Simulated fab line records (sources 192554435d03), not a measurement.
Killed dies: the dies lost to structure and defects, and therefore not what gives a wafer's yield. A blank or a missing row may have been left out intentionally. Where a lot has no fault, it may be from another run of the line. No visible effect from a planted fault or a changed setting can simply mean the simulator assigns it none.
Chamber matching	flow n5Finfet	3 sister chambers for N5_BEOL_M7_CURE_74 on uvCure-01
The step cures SiCOH lowk, time 240 s. 6 wafers are shown with their chamber, then 9 later ones without.

WAFERS WITH THEIR CHAMBER
wafer	chamber	wafer_temp_C_max	lampPowerPct (%)
L083.5	2	387.0	52.33
L083.6	2	387.7	52.31
L087.3	1	386.5	52.37
L087.4	1	385.7	52.29
L085.2	0	387.2	52.34
L085.5	0	387.9	52.23

WAFERS WHOSE CHAMBER IS MISSING
wafer	wafer_temp_C_max	lampPowerPct (%)
L085.3	386.7	52.29
L085.4	388.0	52.36
L085.6	387.6	52.29
L089.2	387.4	52.32
L089.3	387.2	52.39
L089.6	387.0	52.37
L091.2	385.5	52.30
L091.4	386.0	52.32
L091.5	385.9	52.32

EACH ONE'S CHAMBER
wafer	from the rows above	in truth
L085.3	can't be placed: 1 or 2 or 0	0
L085.4	can't be placed: 2 or 0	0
L085.6	can't be placed: 0 or 2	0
L089.2	can't be placed: 2 or 0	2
L089.3	can't be placed: 2 or 0 or 1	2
L089.6	can't be placed: 2 or 0 or 1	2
L091.2	1	1
L091.4	1	1
L091.5	1	1
Placed correctly: 3 of 9. Can't be placed from these rows: 6 (the true chamber is among the candidates in 6). Number placed wrongly: 0.
How it was worked out, from the rows above alone: a wafer's distance from a chamber is the root of the sum, over the readings, of the square of ((its reading less the chamber's mean) divided by the reading's scatter). If the next closest chamber is less than 2 further off than the closest, the wafer can't be placed; otherwise it belongs to the closest. For every chamber, the mean is computed from those of its wafers that are shown. The scatter: the root of (the sum of the squares of (reading less its chamber's mean) over the shown wafers, divided by (wafers less chambers)).
